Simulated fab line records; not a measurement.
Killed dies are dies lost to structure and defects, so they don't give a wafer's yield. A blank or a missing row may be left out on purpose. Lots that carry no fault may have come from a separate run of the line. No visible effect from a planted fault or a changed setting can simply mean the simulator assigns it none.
fab line records	flow nand-harc
[record] lots = 7	wafers = 21	last-day = 32
route steps=1302 shown A_CHANNEL_HOLE_D2@577 END@1302
lots untouched by any fault: they come from a run of this same line in which no faults occurred
start-h: start of the lot's first displayed wafer, in hours after the record's first day	wait-h: hours since the lot's step before	" identical to the entry in the row above	L1.1+2: several wafers, shown together as one row	- no value, or no start given	* or withheld: withheld	< > ~ a bound
route shown NAME@n: NAME is a module with steps in the file, n the number in the route of the first one	usual: the fault-free wafers' mean and standard deviation	same: alike in all rows	chamber/n: place in a boat	sites: each site's reading	_std_site: the values' standard deviation	_edge_site: inner sites' mean taken away from outer sites' mean	radius-mm: how far each site lies from the wafer's centre	mask NAME#n: copy n	behind: the most recent tool/chamber to have shaped the wafer	hold: reason for holding the lot/hours on hold/outcome of the hold	device: which transistor (n, p or np) failed to switch	end of line: the tests these same wafers got at the end of their route	a step without rows: its recipe alone	killed: at the first sort, the dies lost to defects and structure; wafer yield is something else	map: a wafer's dies, x killed, . not, _ none there
set.NAME: the setting the step ran with; set.NAME@STEP: the setting that earlier step ran with	model.NAME: the simulator's own value behind a step, which no gauge read
lots seen at some steps along the route; tables by step, rows by wafer
services: when a tool's chamber went out of use (start-h, in hours from the record's first day, below 0 if earlier), for how many hours, and the reason
[[steps]]
[step NHARC_A_CHANNEL_HOLE_D2_SOFTBAKE_05]
[recipe] temp-c = 105	time-s = 55
[step NHARC_A_CHANNEL_HOLE_D2_EBR_06]
[step NHARC_A_CHANNEL_HOLE_D2_EXPOSE_07]
[recipe] na = 1.35	target-cd-nm = 100	sigma-outer = 0.3	dose-mj = 59.65	mask-id = HOLE_D2
[step NHARC_A_CHANNEL_HOLE_D2_PEB_08]
[recipe] peb-temp-c = 100	peb-time-s = 65
[step NHARC_A_CHANNEL_HOLE_D2_DEVELOP_09]
[recipe] develop-time-s = 35	dev-temp-c = 23
[step NHARC_A_CHANNEL_HOLE_D2_CD_MEAS_10]
[recipe] target-cd-nm = 100	landing-energy-ev = 500
[usual] cd-nm = 100.5/0.56
lot.wafer	tool	chamber	start-h	wait-h	cd-nm
L434.1	cd-sem-03	0	302.70	-	101.1
L434.2	"	0	"	"	101.0
L434.6	"	0	"	"	100.9
L446.2	cd-sem-01	0	424.22	-	100.0
L446.3	"	0	"	"	101.1
L446.5	"	0	"	"	101.5
L449.3	cd-sem-03	0	437.41	-	100.7
L449.4	"	0	"	"	100.0
L449.5	"	0	"	"	101.3
L447.2	cd-sem-01	0	439.43	-	100.5
L447.5	"	0	"	"	100.6
L447.6	"	0	"	"	101.1
L452.3	cd-sem-01	0	462.67	-	100.9
L452.4	"	0	"	"	99.4
L452.5	"	0	"	"	101.0
L455.2	cd-sem-01	0	500.04	-	101.0
L455.4	"	0	"	"	100.5
L455.6	"	0	"	"	101.6
L454.2	cd-sem-03	0	500.40	-	100.8
L454.3	"	0	"	"	100.0
L454.5	"	0	"	"	100.4
[step NHARC_A_CHANNEL_HOLE_D2_OVL_MEAS_11]
[usual] overlay-x-nm = -0.3/0.87	overlay-y-nm = 0.0/1
lot.wafer	tool	chamber	start-h	wait-h	overlay-x-nm	overlay-y-nm
L434.1	overlay-02	-	302.79	-	-0.6	0.1
L434.2	"	-	"	"	-0.9	-0.9
L434.6	"	-	"	"	-1.0	-0.5
L446.2	overlay-02	-	424.31	-	0.7	-0.3
L446.3	"	-	"	"	0.2	-0.5
L446.5	"	-	"	"	0.4	-0.5
L449.3	overlay-02	-	437.49	-	0.0	0.4
L449.4	"	-	"	"	0.1	0.3
L449.5	"	-	"	"	-0.2	-0.4
L447.2	overlay-01	-	439.52	-	-0.6	-1.5
L447.5	"	-	"	"	-0.5	-1.7
L447.6	"	-	"	"	-0.8	-1.3
L452.3	overlay-02	-	462.75	-	-0.8	-0.1
L452.4	"	-	"	"	-1.5	-0.3
L452.5	"	-	"	"	-0.6	0.3
L455.2	overlay-01	-	500.13	-	-0.9	0.2
L455.4	"	-	"	"	-1.2	-0.1
L455.6	"	-	"	"	-1.7	-0.6
L454.2	overlay-02	-	500.49	-	-0.1	-0.2
L454.3	"	-	"	"	-0.3	-0.1
L454.5	"	-	"	"	-0.1	0.5
[step NHARC_A_CHANNEL_HOLE_D2_INSPECT_12]
[usual] raw-defect-count = 33/24
lot.wafer	tool	chamber	start-h	wait-h	raw-defect-count
L434.1	defect-inspect-01	-	302.83	0.0	59
L434.2	"	-	"	"	65
L434.6	"	-	"	"	59
L446.2	defect-inspect-01	-	424.34	0.0	17
L446.3	"	-	"	"	14
L446.5	"	-	"	"	7
L449.3	defect-inspect-02	-	437.53	0.0	54
L449.4	"	-	"	"	68
L449.5	"	-	"	"	61
L447.2	defect-inspect-02	-	439.56	0.0	62
L447.5	"	-	"	"	56
L447.6	"	-	"	"	49
L452.3	defect-inspect-01	-	462.79	0.0	46
L452.4	"	-	"	"	50
L452.5	"	-	"	"	66
L455.2	defect-inspect-01	-	500.17	0.0	23
L455.4	"	-	"	"	17
L455.6	"	-	"	"	27
L454.2	defect-inspect-02	-	500.53	0.0	20
L454.3	"	-	"	"	12
L454.5	"	-	"	"	16
[step NHARC_A_CHANNEL_HOLE_D2_DESCUM_15]
[recipe] time-s = 3	o2-flow-sccm = 200	ar-flow-sccm = 0	bias-power-w = 0	chemistry = O2
[usual] drypump-motor-current-A = 5.8/0.45	oes-product-au = 1.000/0.015	rf-vpp-V = 57.7/0.86	showerhead-plenum-p-Torr = 1.90/0.1	throttle-valve-pct = 11.311/0.0094
[same] bias-power-w = 0
lot.wafer	tool	chamber	start-h	wait-h	drypump-motor-current-A	oes-product-au	rf-hours-counter-h	rf-vpp-V	showerhead-plenum-p-Torr	throttle-valve-pct
L434.2	rie-diel-13	3	302.89	0.1	6.4	0.968	8.9	58.8	1.87	11.317
L434.1	"	2	"	"	6.1	1.023	9.0	57.7	1.95	11.315
L434.6	"	0	"	"	5.7	0.970	-	58.0	2.05	11.305
L446.3	rie-diel-01	3	424.40	0.1	5.3	1.014	1.8	58.8	2.05	11.315
L446.2	"	0	"	"	6.5	0.980	2.0	58.1	1.90	11.308
L446.5	"	3	"	"	5.3	1.009	-	57.9	2.05	11.300
L449.3	rie-diel-01	0	437.60	0.1	6.5	0.988	2.6	58.6	1.90	11.327
L449.4	"	2	"	"	5.7	1.017	3.2	57.2	1.78	11.317
L449.5	"	3	"	"	5.2	1.008	-	57.2	2.05	11.307
L447.2	rie-diel-01	3	439.64	0.1	5.2	1.005	3.2	57.8	2.05	11.314
L447.6	"	0	"	"	6.5	0.989	-	57.8	1.90	11.306
L447.5	"	1	"	"	5.7	0.999	-	57.9	1.80	11.304
L452.3	rie-diel-02	2	462.86	0.1	5.8	1.017	1.6	58.3	2.04	11.299
L452.4	"	3	"	"	5.6	1.005	1.5	58.2	1.86	11.300
L452.5	"	1	"	"	5.0	0.983	-	56.0	1.82	11.312
L455.2	rie-diel-13	0	500.23	0.1	5.8	1.016	9.2	58.9	2.05	11.316
L455.4	"	2	"	"	6.1	1.050	7.5	57.6	1.95	11.310
L455.6	"	0	"	"	5.8	1.020	-	57.0	2.04	11.324
L454.2	rie-diel-01	0	500.59	0.1	6.5	1.003	6.7	58.1	1.90	11.320
L454.3	"	2	"	"	5.7	1.013	7.2	57.5	1.78	11.305
L454.5	"	1	"	"	5.7	1.000	-	56.2	1.80	11.288
[step NHARC_A_CHANNEL_HOLE_D2_ETCH_38]
[recipe] target-depth-a = 390	over-etch-frac = 0.3	time-s = 65	ion-energy-ev = 80	cf4-flow-sccm = 150	ar-flow-sccm = 0	rf-w = 300	bias-w = 100	chemistry = CF4
[usual] drypump-motor-current-A = 5.9/0.47	oes-product-au = 1.000/0.016	rf-vpp-V = 151.2/1.3	showerhead-plenum-p-Torr = 1.76/0.083	throttle-valve-pct = 13.284/0.0097
lot.wafer	tool	chamber	start-h	wait-h	drypump-motor-current-A	oes-product-au	rf-hours-counter-h	rf-vpp-V	showerhead-plenum-p-Torr	throttle-valve-pct
L434.2	rie-diel-13	3	302.98	0.1	6.3	0.976	8.9	150.4	1.73	13.288
L434.1	"	1	"	"	5.9	0.968	9.1	154.0	1.77	13.282
L434.6	"	0	"	"	5.8	0.993	-	153.3	1.88	13.297
L446.3	rie-diel-01	0	424.49	0.1	6.5	0.983	2.0	151.4	1.76	13.294
L446.2	"	2	"	"	5.7	1.017	2.2	150.1	1.65	13.289
L446.5	"	0	"	"	6.5	0.985	-	152.7	1.75	13.294
L449.3	rie-diel-01	3	437.68	0.1	5.3	1.012	2.5	151.5	1.89	13.281
L449.4	"	0	"	"	6.5	0.986	2.6	151.1	1.76	13.300
L449.5	"	3	"	"	5.2	1.011	-	153.3	1.89	13.306
L447.2	rie-diel-01	3	439.71	0.1	5.2	1.003	3.2	151.8	1.89	13.259
L447.5	"	2	"	"	5.7	1.021	-	149.6	1.65	13.294
L447.6	"	3	"	"	5.2	1.002	-	152.2	1.89	13.293
L452.4	rie-diel-02	3	462.94	0.1	5.6	1.001	1.5	150.0	1.72	13.287
L452.3	"	1	"	"	4.9	0.984	1.9	149.6	1.69	13.277
L452.5	"	3	"	"	5.6	1.011	-	154.3	1.72	13.292
L455.4	rie-diel-13	0	500.32	0.1	5.8	1.019	9.2	153.4	1.88	13.290
L455.2	"	2	"	"	6.1	1.044	7.5	152.6	1.80	13.283
L455.6	"	0	"	"	5.7	1.020	-	152.8	1.88	13.278
L454.3	rie-diel-01	3	500.67	0.1	5.2	1.012	7.3	152.5	1.89	13.278
L454.2	"	0	"	"	6.5	1.001	6.7	151.8	1.75	13.289
L454.5	"	3	"	"	5.2	1.005	-	151.6	1.88	13.296
[step NHARC_A_CHANNEL_HOLE_D2_ETCH_39]
[recipe] target-depth-a = 2600	over-etch-frac = 0.3	time-s = 325	ion-energy-ev = 200	n2-flow-sccm = 150	h2-flow-sccm = 150	ar-flow-sccm = 0	rf-w = 400	bias-w = 150	chemistry = N2/H2
[usual] drypump-motor-current-A = 5.9/0.47	oes-product-au = 1.000/0.015	rf-vpp-V = 430/3.1	showerhead-plenum-p-Torr = 2.03/0.11	throttle-valve-pct = 14.171/0.0088
lot.wafer	tool	chamber	start-h	wait-h	drypump-motor-current-A	oes-product-au	rf-hours-counter-h	rf-vpp-V	showerhead-plenum-p-Torr	throttle-valve-pct
L434.2	rie-diel-13	1	-	-	5.9	0.972	9.2	430	2.04	14.169
L434.1	"	3	"	"	6.3	0.983	9.0	428	1.99	14.169
L434.6	"	1	"	"	5.9	0.968	-	430	2.04	14.166
L446.2	rie-diel-01	3	-	-	5.3	1.019	1.9	433	2.19	14.173
L446.3	"	0	"	"	6.5	0.983	2.1	431	2.02	14.189
L446.5	"	2	"	"	5.7	1.006	-	426	1.89	14.184
L449.4	rie-diel-01	2	-	-	5.7	1.014	3.2	427	1.89	14.154
L449.3	"	3	"	"	5.2	0.996	2.6	436	2.19	14.176
L449.5	"	1	"	"	5.7	1.003	-	428	1.92	14.180
L447.2	rie-diel-01	0	-	-	6.5	0.990	3.2	431	2.02	14.163
L447.5	"	2	"	"	5.7	1.018	-	427	1.89	14.169
L447.6	"	3	"	"	5.2	1.010	-	435	2.19	14.162
L452.4	rie-diel-02	0	-	-	6.7	0.980	2.0	428	1.96	14.183
L452.3	"	1	"	"	4.9	0.986	1.9	428	1.94	14.163
L452.5	"	1	"	"	4.9	0.977	-	427	1.94	14.161
L455.2	rie-diel-13	1	-	-	5.9	1.009	9.9	431	2.03	14.185
L455.4	"	0	"	"	5.8	1.023	9.2	434	2.18	14.160
L455.6	"	2	"	"	6.1	1.036	-	433	2.08	14.172
L454.2	rie-diel-01	3	-	-	5.2	1.005	7.4	433	2.19	14.167
L454.3	"	0	"	"	6.6	0.998	6.8	429	2.02	14.163
L454.5	"	3	"	"	5.2	1.005	-	434	2.19	14.175
[step NHARC_A_CHANNEL_HOLE_D2_ETCH_34]
[recipe] target-depth-a = 1540	time-s = 77	cf4-flow-sccm = 100	chf3-flow-sccm = 30	ar-flow-sccm = 0	rf-w = 500	bias-w = 200	chemistry = CF4/CHF3
[usual] drypump-motor-current-A = 5.8/0.45	oes-product-au = 0.958/0.024	rf-vpp-V = 370.3/2.7	showerhead-plenum-p-Torr = 1.56/0.076	throttle-valve-pct = 16.802/0.0083
lot.wafer	tool	chamber	start-h	wait-h	drypump-motor-current-A	oes-product-au	rf-hours-counter-h	rf-vpp-V	showerhead-plenum-p-Torr	throttle-valve-pct
L434.1	rie-diel-13	3	-	-	6.3	0.924	9.1	369.2	1.54	16.807
L434.2	"	1	"	"	5.9	0.944	9.3	370.6	1.57	16.806
L434.6	"	3	"	"	6.3	0.935	-	369.2	1.54	16.817
L446.2	rie-diel-01	1	-	-	5.7	0.976	2.6	368.2	1.49	16.818
L446.3	"	3	"	"	5.3	0.981	1.9	372.9	1.68	16.800
L446.5	"	2	"	"	5.7	0.981	-	368.7	1.47	16.810
L449.4	rie-diel-01	3	-	-	5.3	0.976	2.6	373.5	1.68	16.800
L449.3	"	0	"	"	6.5	0.957	2.9	369.6	1.56	16.805
L449.5	"	0	"	"	6.5	0.958	-	370.8	1.56	16.780
L447.2	rie-diel-01	1	-	-	5.7	0.938	3.9	368.7	1.49	16.806
L447.5	"	1	"	"	5.7	0.921	-	369.0	1.49	16.813
L447.6	"	2	"	"	5.7	0.972	-	365.1	1.47	16.789
L452.4	rie-diel-02	0	-	-	6.7	0.954	2.2	368.9	1.52	16.818
L452.3	"	1	"	"	5.0	0.917	2.1	367.6	1.50	16.809
L452.5	"	3	"	"	5.6	0.979	-	369.1	1.53	16.804
L455.2	rie-diel-13	3	-	-	6.3	0.913	11.0	369.6	1.53	16.799
L455.4	"	0	"	"	5.8	0.943	9.3	375.3	1.68	16.797
L455.6	"	3	"	"	6.3	0.908	-	369.5	1.53	16.798
L454.2	rie-diel-01	2	-	-	5.7	0.982	7.4	367.3	1.47	16.812
L454.3	"	3	"	"	5.3	0.983	7.5	374.3	1.68	16.799
L454.5	"	1	"	"	5.7	0.939	-	366.3	1.49	16.813
[step NHARC_A_CHANNEL_HOLE_D2_ETCH_16]
[recipe] target-depth-a = 31000	over-etch-frac = 0.3	time-s = 806	ion-energy-ev = 150	o2-flow-sccm = 400	cos-flow-sccm = 20	ar-flow-sccm = 0	rf-w = 500	bias-w = 300	chemistry = O2/COS
[usual] drypump-motor-current-A = 5.9/0.46	oes-product-au = 1.002/0.014	rf-vpp-V = 313.8/2.4	showerhead-plenum-p-Torr = 3.10/0.15	throttle-valve-pct = 28.329/0.0092
lot.wafer	tool	chamber	start-h	wait-h	drypump-motor-current-A	oes-product-au	rf-hours-counter-h	rf-vpp-V	showerhead-plenum-p-Torr	throttle-valve-pct
L434.2	rie-diel-13	2	303.42	-	6.1	1.017	9.4	314.9	3.18	28.316
L434.1	"	0	"	"	5.8	0.975	8.0	317.9	3.33	28.340
L434.6	"	2	"	"	6.1	1.023	-	314.4	3.18	28.324
L446.3	rie-diel-01	2	424.99	-	5.7	0.864	2.5	311.4	2.92	28.331
L446.2	"	3	"	"	5.3	0.868	2.1	314.8	3.33	28.308
L446.5	"	1	"	"	5.8	1.004	-	312.1	2.95	28.340
L449.4	rie-diel-01	2	438.12	-	5.7	1.017	3.4	310.7	2.92	28.331
L449.3	"	0	"	"	6.5	0.857	3.0	314.8	3.10	28.332
L449.5	"	2	"	"	5.7	1.015	-	310.6	2.92	28.323
L447.2	rie-diel-01	1	440.32	-	5.7	0.861	4.0	310.2	2.95	28.304
L447.6	"	2	"	"	5.7	1.016	-	311.9	2.92	28.344
L447.5	"	3	"	"	5.2	1.010	-	317.4	3.33	28.328
L452.3	rie-diel-02	2	463.49	-	5.8	0.998	1.9	318.8	3.31	28.332
L452.4	"	3	"	"	5.6	1.004	1.8	312.9	3.04	28.330
L452.5	"	0	"	"	6.7	0.969	-	310.7	3.01	28.325
L455.4	rie-diel-13	0	500.81	-	5.8	1.030	9.4	317.9	3.32	28.333
L455.2	"	1	"	"	5.9	1.003	10.2	314.4	3.11	28.350
L455.6	"	0	"	"	5.8	1.022	-	316.7	3.32	28.334
L454.2	rie-diel-01	2	501.17	-	5.7	0.999	7.6	312.6	2.92	28.335
L454.3	"	0	"	"	6.5	1.001	7.0	312.7	3.09	28.330
L454.5	"	2	"	"	5.7	1.002	-	308.9	2.92	28.317
[step NHARC_A_CHANNEL_HOLE_D2_CD_MEAS_18]
[usual] cd-nm = 99.5/2.7
lot.wafer	tool	chamber	start-h	wait-h	cd-nm
L434.1	cd-sem-03	-	304.00	-	98.6
L434.2	"	-	"	"	102.1
L434.6	"	-	"	"	100.9
L446.2	cd-sem-03	-	425.52	-	99.5
L446.3	"	-	"	"	99.1
L446.5	"	-	"	"	103.7
L449.3	cd-sem-03	-	438.71	-	95.8
L449.4	"	-	"	"	98.5
L449.5	"	-	"	"	99.6
L447.2	cd-sem-02	-	440.73	-	100.5
L447.5	"	-	"	"	99.4
L447.6	"	-	"	"	99.0
L452.3	cd-sem-01	-	463.96	-	95.7
L452.4	"	-	"	"	96.6
L452.5	"	-	"	"	93.1
L455.2	cd-sem-01	-	501.33	-	96.8
L455.4	"	-	"	"	101.5
L455.6	"	-	"	"	102.2
L454.2	cd-sem-01	-	501.69	-	98.5
L454.3	"	-	"	"	100.2
L454.5	"	-	"	"	98.2
[step NHARC_END_SORT_01]
[recipe] temp-c = 25
[usual] killed-at-array = 59/17	killed-at-other = 0.9/1.6	killed-at-periphery = 3.7/2.3	killed-dies = 64/17	killed-open = 3.3/1.8	killed-short = 2.4/1.6
[same] gross-dies = 677
lot.wafer	tool	chamber	start-h	wait-h	killed-at-array	killed-at-other	killed-at-periphery	killed-dies	killed-open	killed-short
L446.2	prober-02	0	701.35	2.8	360	1	3	364	6	3
L446.3	prober-02	0	702.15	3.1	348	0	2	350	7	2
L447.2	prober-01	0	701.35	2.8	365	1	6	372	3	3
L447.6	prober-01	0	704.54	4.0	75	1	4	80	3	2
L449.3	prober-01	0	717.74	3.1	329	0	3	332	5	4
L449.4	prober-01	0	718.54	3.4	83	1	8	92	6	5
L449.5	prober-01	0	719.33	3.7	72	0	5	77	2	1
L452.3	prober-01	0	731.55	3.1	59	4	5	68	5	3
L452.4	prober-01	0	732.35	3.4	70	1	5	76	3	1
L452.5	prober-01	0	733.16	3.7	66	3	6	75	2	0
L454.2	prober-01	0	775.09	2.8	29	0	4	33	0	5
L454.3	prober-01	0	775.89	3.1	31	0	3	34	2	6
L454.5	prober-01	0	777.49	3.7	33	0	8	41	3	2
// killed by level:class
L446.2 A_CHANNEL_HOLE_D2:area-etch=280 A_SLIT:chamber-film-flake=30 A_CHANNEL_HOLE_D2:chamber-film-flake=15 A_CHANNEL_HOLE_D1:chamber-film-flake=9 A_CONTACT:chamber-film-flake=9 A_DECK1_JOINT:chamber-film-flake=4 A_BLC:geometric-particle:open=3 A_WL_FILL:geometric-particle:short=2
L447.2 A_CHANNEL_HOLE_D2:area-etch=287 A_CHANNEL_HOLE_D1:chamber-film-flake=27 A_CHANNEL_HOLE_D2:chamber-film-flake=20 A_CONTACT:chamber-film-flake=11 A_SLIT:chamber-film-flake=6 A_DECK1_JOINT:chamber-film-flake=4 A_CHANNEL_FILL_D1:chamber-film-flake=2 A_CHANNEL_FILL_D2:chamber-film-flake=2
L446.3 A_CHANNEL_HOLE_D2:area-etch=288 A_SLIT:chamber-film-flake=33 A_CHANNEL_HOLE_D2:chamber-film-flake=8 A_CHANNEL_HOLE_D1:chamber-film-flake=5 A_CHANNEL_HOLE_D1:geometric-particle:open=2 A_M0:geometric-particle:open=2 A_STAIRCASE:chamber-film-flake=2 A_CONTACT:chamber-film-flake=2
L447.6 A_CHANNEL_HOLE_D1:chamber-film-flake=28 A_CHANNEL_HOLE_D2:chamber-film-flake=17 A_CONTACT:chamber-film-flake=13 A_SLIT:chamber-film-flake=3 A_BLC:chamber-film-flake=3 A_DECK1_JOINT:chamber-film-flake=2 A_WL_FILL:chamber-film-flake=2 P_CONTACT:geometric-particle:open=1
L449.3 A_CHANNEL_HOLE_D2:area-etch=237 A_CHANNEL_HOLE_D1:chamber-film-flake=29 A_CHANNEL_HOLE_D2:chamber-film-flake=25 A_STAIRCASE:chamber-film-flake=11 A_WL_FILL:chamber-film-flake=8 A_CONTACT:chamber-film-flake=6 A_SLIT:chamber-film-flake=5 P_GATE:geometric-particle:open=1
L449.4 A_CHANNEL_HOLE_D1:chamber-film-flake=32 A_CHANNEL_HOLE_D2:chamber-film-flake=21 P_GATE:chamber-film-flake=6 A_SLIT:chamber-film-flake=6 A_CONTACT:chamber-film-flake=6 A_STAIRCASE:chamber-film-flake=3 A_CHANNEL_HOLE_D1:geometric-particle:short=2 A_DECK1_JOINT:geometric-particle:open=2
L449.5 A_CHANNEL_HOLE_D1:chamber-film-flake=30 A_CHANNEL_HOLE_D2:chamber-film-flake=15 A_SLIT:chamber-film-flake=7 A_STAIRCASE:chamber-film-flake=7 A_WL_FILL:chamber-film-flake=5 A_CONTACT:chamber-film-flake=3 A_BLC:geometric-particle:open=2 P_GATE:chamber-film-flake=2
L452.3 A_CHANNEL_HOLE_D1:chamber-film-flake=22 A_CHANNEL_HOLE_D2:chamber-film-flake=21 A_CONTACT:chamber-film-flake=5 THIN_TSV:chamber-film-flake=4 P_M1:chamber-film-flake=3 A_ONON_D2:geometric-particle:open=2 A_SLIT:chamber-film-flake=2 P_CONTACT:geometric-particle:open=1
L452.4 A_CHANNEL_HOLE_D1:chamber-film-flake=31 A_CHANNEL_HOLE_D2:chamber-film-flake=23 A_CONTACT:chamber-film-flake=7 P_M1:chamber-film-flake=5 A_SLIT:chamber-film-flake=3 A_ONON_D1:geometric-particle:open=1 A_CHANNEL_HOLE_D1:geometric-particle:open=1 A_DECK1_JOINT:geometric-particle:short=1
L452.5 A_CHANNEL_HOLE_D1:chamber-film-flake=27 A_CHANNEL_HOLE_D2:chamber-film-flake=24 A_CONTACT:chamber-film-flake=10 P_M1:chamber-film-flake=5 THIN_TSV:chamber-film-flake=3 A_SLIT:chamber-film-flake=2 P_M1:geometric-particle:open=1 A_WL_FILL:geometric-particle:open=1
L454.2 A_CHANNEL_HOLE_D1:chamber-film-flake=13 A_SLIT:chamber-film-flake=6 A_CHANNEL_FILL_D2:geometric-particle:short=2 P_GATE:chamber-film-flake=2 P_M1:chamber-film-flake=2 A_CHANNEL_FILL_D1:geometric-particle:short=1 A_ONON_D2:geometric-particle:short=1 A_BLC:geometric-particle:short=1
L454.3 A_CHANNEL_HOLE_D1:chamber-film-flake=12 A_SLIT:chamber-film-flake=5 A_STAIRCASE:chamber-film-flake=3 A_ONON_D1:geometric-particle:short=2 A_WL_FILL:geometric-particle:short=2 P_M1:chamber-film-flake=2 A_CHANNEL_HOLE_D2:chamber-film-flake=2 A_ONON_D2:geometric-particle:open=1
L454.5 A_SLIT:chamber-film-flake=15 A_CHANNEL_HOLE_D1:chamber-film-flake=10 P_M1:chamber-film-flake=5 A_STAIRCASE:chamber-film-flake=2 P_M2:geometric-particle:short=1 A_WL_FILL:geometric-particle:short=1 A_CONTACT:geometric-particle:open=1 A_BLC:geometric-particle:open=1
// map L446.2 (x killed, . not)
____________x____________
_________xxxxxxx_________
_______xxxxxxxxx.x_______
______xxxxxxx.xxxxx______
_____xxxxx..xxx..xxx_____
____xxxxxx.xxxxxx.xxx____
____xxxxxxx.xxxxxxxxx____
___xxxx.xxx...xxxxxxxx___
___xxx.x.xx.x.x.xx..xx___
__xxxxxx...xxxxxxx.xxxx__
__xxxxxxxx..x.xx.xx.xxx__
_xxxxx..xxx.x...xx..xxxx_
_xxx.x.x.xx..xxx..xx.xxx_
_xxxx.......xxxx...x..xx_
_xxxx.x...x.x.x..xxx..x._
_xxxxx..x...xx.x....xx.x_
xxxx.......xx.x.x...xx.xx
xxxxxx.....x...x..x.xx.xx
xxx.x........xx........x.
xxx.........x...xx.xx.xxx
xx.......x...xxx......x.x
_xxx...x..x.x.x.xxx....._
_x.xx........x.x..x..x.._
_xxx.........xx.xx....xx_
_xxx.x...x.....xxx...xxx_
_xxx.x.xx....xx.x.x.xxxx_
__xx.....x....x.....xxx__
__x...xx.x..x.....xxx..__
___xx..x..x..........x___
___.xx...x...x..x...xx___
____x..xx..x..xx.x...____
____xx..x...x..xx..xx____
_____x.x.x..xx..x..x_____
______xx.....x.xx..______
_______x.xx.x.x..x_______
_________xx.xx.._________
____________x____________
// map L447.2 (x killed, . not)
____________.____________
_________...xx.._________
_______.....x....._______
______..xx.x.x...x.______
_____....x....x..x.._____
____....x...xxx.xxx..____
____.x.xx.......x...x____
___xxx....x.x.x..xxxx.___
___.xx.x..x.xxxx.xxxxx___
__..x.....x.x.xx.xxxx..__
__.x..xx..xxxxxxxxxxxxx__
_x...xxx.xxxxxxxxxxxxxxx_
_...x.xx.xxxxxxxxxxxxxx._
_....x..xxxxxxxxxxxxxxx._
_.xxxxxxxxxxxxxxxx.xx.xx_
_.........xxxx..xxx.xxx._
....xxxxxxxxxxxxx.xx.xx..
.x.xx..xxxxxxxxx..xxxx...
...x..xxxxxxxxx.xx.x.....
......xxxxxxxxx.xxxx...x.
x....xx.xxx.x.x.xxxx.x...
_xxxxxxx..xxx.xxx..xx..x_
_....xxxxx.x.xxxxxxxx..._
_...x...x.xxxxx.x..x..xx_
_.xx.x.xxxxxxxxxxxx.xxx._
_....xxxx.xxxxxx.xxx...._
__xx..xxxx.xx.xxxx.xxx.__
__..x.x.x..xxx.xxxxxx..__
___...x.xxxxxxxxxx..x.___
___.....xxx.xxxxx...x.___
____.......x.x...x...____
____..xx.xx.xx..xx..x____
_____..xxx.x..xx...._____
______...x...xxx..x______
_______.......x.x._______
_________x......_________
____________.____________
[[services]]
tool	chamber	start-h	hours	kind
rie-diel-13	2	282.16	2.2	repair
rie-diel-01	0	286.41	-	clean
rie-diel-01	1	286.41	-	clean
rie-diel-01	2	286.41	-	clean
rie-diel-02	-	290.20	1.4	repair
rie-diel-13	-	328.33	0.7	repair
rie-diel-01	2	330.61	7.2	repair
rie-diel-13	2	337.86	4.3	repair
rie-diel-13	-	342.49	9.0	pm
rie-diel-02	3	344.88	11.2	repair
rie-diel-01	3	356.74	3.7	repair
rie-diel-13	2	358.59	5.0	repair
rie-diel-13	0	362.91	9.4	repair
rie-diel-13	2	372.04	15.7	repair
rie-diel-02	0	374.45	14.2	repair
rie-diel-01	-	380.80	9.0	pm
rie-diel-02	1	386.65	4.8	repair
rie-diel-02	-	393.72	9.0	pm
rie-diel-13	2	403.97	4.4	repair
rie-diel-13	2	437.85	14.3	repair
rie-diel-01	2	444.74	3.6	repair
rie-diel-02	1	446.25	15.4	repair
rie-diel-01	0	463.27	2.8	repair
rie-diel-01	1	493.59	5.4	repair
[[key]]
[first-sign] step = NHARC_A_CHANNEL_HOLE_D2_ETCH_16	reading = oes-product-au	direction = down	sigmas = 10	usual = 1.002	struck = 0.863
[effect] step = NHARC_END_SORT_01	reading = killed-at-array	direction = up	sigmas = 18	usual = 59	struck = 350
[more-kills-born-at] NHARC_A_CHANNEL_HOLE_D2_ETCH_16@rie-diel-01 = 1092
met-at NHARC_A_CHANNEL_HOLE_D2_ETCH_16
struck-wafers L446.2,L446.3,L447.2,L449.3
tester-left-out L446,L447,L449
[fault] kind = process-parameter-drift	tool = rie-diel-01	chamber = -	onset-h = 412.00	steps = NHARC_A_CHANNEL_HOLE_D2_ETCH_16	channel = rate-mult	offset = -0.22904	shape = step	end-h = 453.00	scope = struck-wafers-only
// tester-left-out: of these lots the tester's yield and bins aren't shown, on N5 and GAA mostly nor the transistor test; their killed dies are dies lost to structure and defects alone, not to doping, threshold or leakage, so they don't give the yield
